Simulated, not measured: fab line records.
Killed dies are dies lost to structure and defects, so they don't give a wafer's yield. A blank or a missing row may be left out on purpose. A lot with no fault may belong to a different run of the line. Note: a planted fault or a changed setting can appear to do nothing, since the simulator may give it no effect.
Matching of chambers | flow nand-harc | NHARC_A_SGD_CUT_DESCUM_14 on rie-diel-08: 4 sister chambers
The step chemistry O2, time 3 s. 8 wafers are shown with their chamber, then 11 later ones without.

== WAFERS PAIRED WITH THEIR CHAMBERS ==
wafer  | chamber | drypump-motor-current-A (A) | oes-product-au (a.u.)
L082.4 | 2       | 4.8                         | 0.987
L084.2 | 3       | 5.2                         | 0.980
L090.4 | 0       | 4.9                         | 0.984
L090.6 | 1       | 5.0                         | 0.991
L089.2 | 3       | 5.2                         | 0.983
L089.4 | 1       | 5.0                         | 0.990
L089.6 | 0       | 5.0                         | 0.980
L089.1 | 2       | 4.8                         | 0.991

== WAFERS WITHOUT THEIR CHAMBER ==
wafer  | drypump-motor-current-A (A) | oes-product-au (a.u.)
L089.3 | 4.9                         | 0.983
L089.5 | 5.2                         | 0.997
L092.1 | 4.8                         | 0.993
L092.3 | 4.9                         | 0.992
L092.5 | 5.0                         | 0.989
L093.4 | 5.0                         | 1.003
L093.5 | 4.8                         | 0.996
L093.6 | 5.2                         | 0.997
L096.2 | 5.2                         | 1.004
L096.5 | 5.0                         | 1.000
L096.6 | 4.8                         | 0.994

== WHICH CHAMBER EACH WENT THROUGH ==
wafer  | from the rows above          | in truth
L089.3 | 0                            | 0
L089.5 | can't be placed: 1 or 3      | 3
L092.1 | 2                            | 2
L092.3 | can't be placed: 1 or 2 or 0 | 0
L092.5 | 1                            | 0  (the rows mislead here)
L093.4 | 1                            | 1
L093.5 | 2                            | 2
L093.6 | can't be placed: 1 or 3      | 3
L096.2 | can't be placed: 1 or 3      | 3
L096.5 | 1                            | 1
L096.6 | 2                            | 2
Placed correctly: 6 of 11. Cannot be placed on the basis of these rows: 4; the candidates contain the true chamber in 4. 1 placed wrongly.
How it was worked out, from the rows above alone: a wafer's distance from a chamber is the root of the sum, over the readings, of the square of ((its reading less the chamber's mean) divided by the reading's scatter). If the next closest chamber is less than 2 further off than the closest, the wafer can't be placed; otherwise it belongs to the closest. Each chamber's mean is taken over the wafers shown for it. How the scatter is found: for the shown wafers, subtract from each reading the mean of its chamber, square and add these, divide the total by (wafers less chambers), then take the root.
